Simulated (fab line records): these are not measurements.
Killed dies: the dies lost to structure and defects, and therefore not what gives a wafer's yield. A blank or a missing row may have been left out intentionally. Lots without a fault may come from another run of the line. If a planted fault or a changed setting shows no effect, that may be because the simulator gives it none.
Struck lot and sound lot, side by side | flow n5_finfet | 38 out of 1938 route steps
Sound: wafers L799.2, L799.3, L799.5. Struck: wafer L803.1 (left out: L803.2, L803.4 of the same lot, which were not struck); the cause appears at the end.
For every step that has rows: the tool of each side, followed by ch and its chambers, followed by its first start. Under that, the readings that differ: sound wafers | struck wafers | difference of the means | sigmas: that difference in standard deviations of wafers without a fault.
alike: words and numbers the same on both sides, and readings whose means are apart by under 2 such deviations; not compared: readings that were withheld, readings missing a value for some wafer, numbers with overlapping values and no deviation given by the record, and bounds like >300 which may hide the same value.
Wherever a step has rows on one side only, a row that says differs or no value, or a row with sigmas, the two part there. When numbers do not overlap yet have no deviation, they are printed without sigmas and do not part them. A reading missing from all wafers of one side parts the sides only when that side holds two or more wafers.

first, 11 steps without rows for these wafers: N5_BEOL_M3_DEGAS_44 (time 60 s); N5_BEOL_M3_PRE_CLEAN_45 (time 30 s); N5_BEOL_M3_ALD_84 (deposits TaN, pulse time 2 s, purge time 3 s, co reactant purge time 2 s); N5_BEOL_M3_SURFACE_TREAT_85; N5_BEOL_M3_CVD_47 (deposits Co from CCTBA/H2, target thk 3 nm, time 223.8 s); N5_BEOL_M3_SPUTTER_48 (material Cu, target thk 4.5 nm, time 8.29 s); N5_BEOL_M3_ANNEAL_49 (time 240 s); N5_BEOL_M3_SPUTTER_79 (material Cu, target thk 4.5 nm, time 8.29 s); N5_BEOL_M3_ANNEAL_80 (time 240 s); N5_BEOL_M3_SPUTTER_81 (material Cu, target thk 4.5 nm, time 8.29 s); N5_BEOL_M3_ANNEAL_82 (time 240 s).
N5_BEOL_M3_SPUTTER_86: material Cu, target thk 4.5 nm, time 8.29 s.
  sound: pvd_sputter-02 at day 9 17:47; struck: pvd_sputter-03 at day 11 15:22
  alike: chuck_sensor_temp_C, susceptor_temp_C, throttle_valve_pct
then, 25 steps without rows for these wafers: N5_BEOL_M3_ANNEAL_87 (time 240 s); N5_BEOL_M3_SPUTTER_88 (material Cu, target thk 4.5 nm, time 8.29 s); N5_BEOL_M3_ANNEAL_89 (time 240 s); N5_BEOL_M3_SPUTTER_90 (material Cu, target thk 4.5 nm, time 8.29 s); N5_BEOL_M3_ANNEAL_91 (time 240 s); N5_BEOL_M3_SPUTTER_92 (material Cu, target thk 4.5 nm, time 8.29 s); N5_BEOL_M3_ANNEAL_93 (time 240 s); N5_BEOL_M3_SPUTTER_94 (material Cu, target thk 4.5 nm, time 8.29 s); N5_BEOL_M3_ANNEAL_95 (time 240 s); N5_BEOL_M3_SPUTTER_96 (material Cu, target thk 4.5 nm, time 8.29 s); N5_BEOL_M3_ECD_50 (material Cu, target thk 300 nm); N5_BEOL_M3_ANNEAL_51 (time 90 s); N5_BEOL_M3_CMP_52 (polishes, stops on SiOC, t overpolish 6.8 s, target thk 40 nm); N5_BEOL_M3_PRE_CLEAN_60 (time 15 s); N5_BEOL_M3_CO_CAP_55 (material Co, precursor CCTBA/H2, target thk 2 nm, time 102.1 s); N5_BEOL_M3_PRE_CLEAN_56 (time 15 s); N5_BEOL_M3_DEP_57 (deposits SiCN from 3MS/NH3, target thk 8 nm, time 14 s); N5_BEOL_M4_ILD_DEP_00 (deposits SiOC from DEMS/O2, target thk 79 nm, time 15.3 s); N5_BEOL_M4_PECVD_72 (deposits SiO2 from TEOS/O2, target thk 16 nm, time 18 s); N5_BEOL_M4_HM_DEP_02 (deposits TiN, target thk 20 nm); N5_BEOL_M4_COAT_61 (time 60 s, resist thk 60 nm); N5_BEOL_M4_COAT_62 (time 60 s, resist thk 12 nm); N5_BEOL_M4_COAT_73 (time 60 s, resist thk 5 nm); N5_BEOL_M4_COAT_05 (resist thk 30 nm); N5_BEOL_M4_EBR_07.
-- the record jumps here: 5 days lie between the struck wafers' starts before and after (it left off in module BEOL_M4 and takes up again in module PASSIVATION, whose first step shown is number 1936 of the route) --
N5_PASSIVATION_PROBE_49:
  rows exist in the record for the struck wafers here (prober-01, day 16 17:55), but not for the sound ones

== WHERE THEY PART ==
N5_PASSIVATION_PROBE_49 only, going by this record.

WHY: the cause the simulator had injected
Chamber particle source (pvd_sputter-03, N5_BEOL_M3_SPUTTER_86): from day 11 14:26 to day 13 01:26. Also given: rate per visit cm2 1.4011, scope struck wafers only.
